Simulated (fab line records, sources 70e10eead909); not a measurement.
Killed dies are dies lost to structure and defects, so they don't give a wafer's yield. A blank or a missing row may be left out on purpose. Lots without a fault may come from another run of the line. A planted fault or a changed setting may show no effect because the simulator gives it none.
A struck lot beside a sound one | flow nand_harc | 39 steps out of a route of 1159
Sound: wafers L146.4, L146.5, L146.6. Struck: wafers L162.2, L162.3, L162.5. The cause comes at the end.
At each step with rows: each side's tool, then ch and its chambers, then its first start. Under that, the readings that differ: sound wafers | struck wafers | difference of the means | sigmas: that difference in standard deviations of wafers without a fault.
alike: readings whose means differ by less than 2 such deviations, and words and numbers that are the same on both sides. not compared: withheld readings, readings that some wafer has no value for, bounds like >300 that may hide the same value, and numbers for which the record gives no deviation and whose values overlap.
The two part at a step that has a row with sigmas, a row that says differs or no value, or rows on one side only. Numbers that don't overlap but have no deviation are shown without sigmas and don't part them. A reading that every wafer of one side lacks parts them only if that side has two wafers or more.

first, 1 step without rows for these wafers: NHARC_A_ONON_D1_DEP_09 (target thk 1000 nm).
NHARC_A_ONON_D1_THK_MEAS_11: measures by ellipsometry.
  sound on film_metro-01, day 8 00:35; struck on film_metro-02, day 11 13:55
  reading     | sound          | struck      | difference | sigmas
  thk_nm (nm) | 1016 1018 1018 | 998 994 995 | -22        | -2
then, 1 step without rows for these wafers: NHARC_A_ONON_D1_DEP_12 (target thk 1000 nm).
NHARC_A_ONON_D1_THK_MEAS_14: measures by ellipsometry.
  sound on film_metro-01, day 8 01:11; struck on film_metro-02, day 11 14:31
  alike: thk_nm
then, 2 steps without rows for these wafers: NHARC_A_ONON_D1_ANNEAL_15 (time 3600 s); NHARC_A_ONON_D1_DEP_16 (target thk 1000 nm).
NHARC_A_ONON_D1_THK_MEAS_18: measures by ellipsometry.
  sound on film_metro-02, day 8 09:17; struck on film_metro-02, day 12 00:17
  alike: thk_nm
then, 1 step without rows for these wafers: NHARC_A_ONON_D1_DEP_19 (target thk 1000 nm).
NHARC_A_ONON_D1_THK_MEAS_21: measures by ellipsometry.
  sound on film_metro-01, day 8 09:52; struck on film_metro-02, day 12 00:51
  alike: thk_nm
then, 1 step without rows for these wafers: NHARC_A_ONON_D1_DEP_22 (target thk 1000 nm).
NHARC_A_ONON_D1_THK_MEAS_24: measures by ellipsometry.
  sound on film_metro-01, day 8 10:26; struck on film_metro-02, day 12 01:25
  alike: thk_nm
NHARC_A_ONON_D1_DEP_25: target thk 1000 nm.
  sound on pecvd_onon-03 ch 0, day 8 10:39; struck on pecvd_onon-02 ch 0, day 12 01:31
NHARC_A_ONON_D1_THK_MEAS_27: measures by ellipsometry.
  sound on film_metro-02, day 8 10:59; struck on film_metro-02, day 12 01:59
  alike: thk_nm
then, 1 step without rows for these wafers: NHARC_A_ONON_D1_DEP_28 (target thk 1000 nm).
NHARC_A_ONON_D1_THK_MEAS_30: measures by ellipsometry.
  sound on film_metro-01, day 8 11:34; struck on film_metro-02, day 12 02:32
  alike: thk_nm
then, 1 step without rows for these wafers: NHARC_A_ONON_D1_DEP_33 (deposits SiO2, target thk 200 nm).
NHARC_A_ONON_D1_THK_MEAS_34: measures by ellipsometry.
  sound on film_metro-01, day 8 12:02; struck on film_metro-01, day 12 03:01
  alike: thk_nm
NHARC_A_CHANNEL_HOLE_D1_DEP_00: deposits aC, target thk 3100 nm.
  sound on acl_dep-02 ch 0, day 8 15:16; struck on acl_dep-02 ch 0, day 12 03:29
  alike: throttle_valve_pct
NHARC_A_CHANNEL_HOLE_D1_DEP_01: deposits SiON, target thk 140 nm.
  sound on pecvd-01 ch 0,1,2, day 8 16:19; struck on pecvd-04 ch 0,2, day 12 05:05
  alike: heater_power_w
then, 10 steps without rows for these wafers: NHARC_A_CHANNEL_HOLE_D1_DEHYDRATE_02 (time 120 s); NHARC_A_CHANNEL_HOLE_D1_HMDS_03 (time 30 s); NHARC_A_CHANNEL_HOLE_D1_COAT_36 (time 75 s); NHARC_A_CHANNEL_HOLE_D1_COAT_37 (time 65 s); NHARC_A_CHANNEL_HOLE_D1_COAT_04 (resist thk 90 nm); NHARC_A_CHANNEL_HOLE_D1_SOFTBAKE_05 (time 55 s); NHARC_A_CHANNEL_HOLE_D1_EBR_06; NHARC_A_CHANNEL_HOLE_D1_EXPOSE_07 (exposes mask HOLE D1, target cd 100 nm); NHARC_A_CHANNEL_HOLE_D1_PEB_08 (peb time 65 s); NHARC_A_CHANNEL_HOLE_D1_DEVELOP_09 (develop time 35 s).
NHARC_A_CHANNEL_HOLE_D1_CD_MEAS_10: target cd 100 nm.
  sound on cd_sem-02 ch 0, day 8 16:50; struck on cd_sem-03 ch 0, day 12 05:47
  alike: cd_nm
NHARC_A_CHANNEL_HOLE_D1_OVL_MEAS_11:
  sound on overlay-01, day 8 16:55; struck on overlay-01, day 12 05:53
  reading           | sound         | struck      | difference | sigmas
  overlay_y_nm (nm) | 0.0 -0.6 -0.5 | 2.1 2.5 2.0 | +2.6       | +3
  alike: overlay_x_nm
NHARC_A_CHANNEL_HOLE_D1_DESCUM_15: chemistry O2, time 3 s.
  sound on rie_diel-09 ch 0,3, day 8 17:02; struck on rie_diel-09 ch 1,3, day 12 05:58
  alike: drypump_motor_current_A, oes_product_au, rf_vpp_V, showerhead_plenum_p_Torr, throttle_valve_pct
  not compared: rf_hours_counter_h
NHARC_A_CHANNEL_HOLE_D1_ETCH_38: etches the open film in CF4, target depth 39 nm, time 65 s.
  sound on rie_diel-09 ch 0,1,2, day 8 17:07; struck on rie_diel-09 ch 0,2, day 12 06:04
  alike: drypump_motor_current_A, oes_product_au, rf_vpp_V, showerhead_plenum_p_Torr, throttle_valve_pct
  not compared: rf_hours_counter_h
then, 1 step without rows for these wafers: NHARC_A_CHANNEL_HOLE_D1_ETCH_39 (etches the open film in N2/H2, target depth 260 nm, time 325 s).
NHARC_A_CHANNEL_HOLE_D1_ETCH_34: etches the open film in CF4/CHF3, target depth 154 nm, time 77 s.
  sound on rie_diel-09 ch 0,3; struck on rie_diel-09 ch 0,2,3
  alike: drypump_motor_current_A, oes_product_au, rf_vpp_V, showerhead_plenum_p_Torr, throttle_valve_pct
  not compared: rf_hours_counter_h
then, 1 step without rows for these wafers: NHARC_A_CHANNEL_HOLE_D1_ETCH_16 (etches the open film in O2/COS, target depth 3100 nm, time 806 s).
NHARC_A_CHANNEL_HOLE_D1_CD_MEAS_18:
  sound on cd_sem-03, day 8 18:08; struck on cd_sem-03, day 12 07:05
  alike: cd_nm
then, 1 step without rows for these wafers: NHARC_A_CHANNEL_HOLE_D1_ETCH_19 (etches the open film in C4F8/O2/Ar, time 34.5 s).
-- the record jumps here: 12 days lie between the struck wafers' starts before and after (it left off in module A_CHANNEL_HOLE_D1 and takes up again in module END, whose first step shown is number 1159 of the route) --
NHARC_END_SORT_01:
  sound on prober-02 ch 0, day 19 22:46; struck on prober-01 ch 0, day 24 02:44
  reading             | sound    | struck   | difference | sigmas
  killed_at_array     | 20 18 17 | 60 71 58 | +45        | +5
  killed_at_periphery | 3 1 1    | 8 14 10  | +9         | +3
  killed_dies         | 23 19 18 | 71 86 68 | +55        | +6
  alike: killed_at_other, killed_open, killed_short

WHERE THEY PART
First at NHARC_A_ONON_D1_THK_MEAS_11; last, within this record, at NHARC_END_SORT_01.

WHY: what the simulator had put in
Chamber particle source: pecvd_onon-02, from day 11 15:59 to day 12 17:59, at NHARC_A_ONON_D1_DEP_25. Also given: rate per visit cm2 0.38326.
